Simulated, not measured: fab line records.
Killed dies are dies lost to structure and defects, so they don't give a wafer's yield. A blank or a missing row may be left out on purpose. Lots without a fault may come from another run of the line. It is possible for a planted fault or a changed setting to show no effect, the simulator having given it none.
Chamber matching -- flow n5_finfet -- 4 sister chambers for N5_BEOL_M1_ETCH_69 on rie_diel-04
The step etches SiARC in CF4, target depth 15.6 nm, time 26 s. 4 wafers are shown with their chamber, then 8 later ones without.

WAFERS PAIRED WITH THEIR CHAMBERS
wafer,chamber,showerhead_plenum_p_Torr (Torr)
L080.4,1,2.19
L085.5,3,2.11
L086.4,0,2.05
L086.6,2,2.13

WAFERS WHOSE CHAMBER IS MISSING
wafer,showerhead_plenum_p_Torr (Torr)
L087.1,2.13
L087.3,2.18
L087.5,2.18
L088.1,2.05
L088.2,2.18
L088.4,2.13
L090.2,2.18
L090.3,2.05

WHICH CHAMBER EACH WENT THROUGH
wafer,from the rows above,in truth
L087.1,2,2
L087.3,1,1
L087.5,1,1
L088.1,0,0
L088.2,1,1
L088.4,2,2
L090.2,1,1
L090.3,0,0
Correct placement for 8 of the 8. Not placeable from these rows: 0. 0 placed wrongly.
How it was worked out, from the rows above alone: a wafer's distance from a chamber is the root of the sum, over the readings, of the square of ((its reading less the chamber's mean) divided by the reading's scatter). If the next closest chamber is less than 2 further off than the closest, the wafer can't be placed; otherwise it belongs to the closest. The mean given for a chamber averages the wafers shown for that chamber. The scatter: with one shown wafer a chamber, the root of the mean of the squares of how far each hidden wafer lies from its nearest shown one.
